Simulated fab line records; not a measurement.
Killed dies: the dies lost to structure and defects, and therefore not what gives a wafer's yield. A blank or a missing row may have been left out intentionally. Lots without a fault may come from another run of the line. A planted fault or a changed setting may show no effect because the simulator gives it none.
Code-filled problem report in 8D (eight disciplines) form + flow nandHarc + the parts of the form that need people (team, actions taken, sign-off) are left out

1. THE ISSUE
killedAtArray at NHARC_END_SORT_01 reads a mean of 670 on 6 wafers of 2 lots; wafers without a fault read 28 with a standard deviation of 8.9. That is +72 standard deviations from the usual mean.
The first sign was on wafer L169.1 at day 22 13:32, on prober-01. At this step, 6 wafers from 2 lots have a number in the record. Rule for "out" (also "out of limits"): further than 4 standard deviations from the usual mean. The rest of the wafers with a number are treated as sound.

2. WHAT THIS IS AND IS NOT
| question                    | is                        | is not                      |
|-----------------------------|---------------------------|-----------------------------|
| which readings at this step | killedAtArray, killedDies | killedOpen                  |
| which lots                  | L167, L169                | -                           |
| which wafers of those lots  | all that have a number    | -                           |
| read on which gauges        | prober-01, prober-02      | -                           |
| when                        | from day 22 13:32         | up to then (0 sound wafers) |

3. SUSPECTS, AND WHAT RULES EACH OUT
Counting: a tool at any process step up to the reading remains a suspect when it ran all the lots that are out and ran no sound lot after the first of those.
- the gauge at NHARC_END_SORT_01 is ruled out. Those wafers that are out were read across 2 gauges (prober-01, prober-02).
- rieDiel-06 at NHARC_A_SGD_CUT_STRIP_28 (strips in O2, time 20 s): kept. It ran every lot that is out, first L169 (day 17 04:34), and no sound lot after that. NHARC_A_SGD_CUT_STRIP_28: start missing for some lots; hours and lot order therefore follow NHARC_A_SLIT_DEP_25.
- pecvd-01 at NHARC_A_SLIT_DEP_25 (deposits SiO2, target thk 200 nm): kept. It ran every lot that is out, first L169 (day 17 04:34), and no sound lot after that.
Remaining after the count are rieDiel-06 at NHARC_A_SGD_CUT_STRIP_28 and pecvd-01 at NHARC_A_SLIT_DEP_25.

4. THE CAUSE (what the simulator had put in)
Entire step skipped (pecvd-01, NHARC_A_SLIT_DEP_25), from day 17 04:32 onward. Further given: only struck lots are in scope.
After counting, 2 suspects remain, this tool included.

5. THE CHAIN OF EFFECTS, in route order
One row per reading whose mean, taken over the struck wafers that have a number, lies over 3 standard deviations from the usual. Only readings whose record carries a usual standard deviation are examined. hours: median over the lots of the time between each lot's start at the first step of this table that gives one and its start at this step. sigmas: the change, counted in usual standard deviations.
| hours | step              | reading       | usual | on struck wafers | change | sigmas |
|-------|-------------------|---------------|-------|------------------|--------|--------|
| 0     | NHARC_END_SORT_01 | killedAtArray | 28    | 670              | +642   | +72    |
| 0     | NHARC_END_SORT_01 | killedDies    | 32    | 677              | +645   | +69    |
Readings that are blank on the struck wafers while sound wafers have them: chamberPressureTorr at NHARC_A_SLIT_DEP_25; flowSccm at NHARC_A_SLIT_DEP_25; heaterPowerW at NHARC_A_SLIT_DEP_25; throttleValvePct at NHARC_A_SLIT_DEP_25.

6. WHAT WOULD HAVE CAUGHT IT SOONER
In this record the first reading out of limits at a measuring or inspecting step was taken at day 22 13:32, 129 hours after the fault began at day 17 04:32.
At NHARC_A_SLIT_DEP_25 the tool's readings are blank on the struck wafers, where sound wafers have them: an empty tool record is the first sign, and it was there at once.
Each of the lots that are out, 2 in all, had begun NHARC_A_SLIT_DEP_25 on pecvd-01 no later than day 22 13:32. A hold on the tool at that time would have spared none of them.
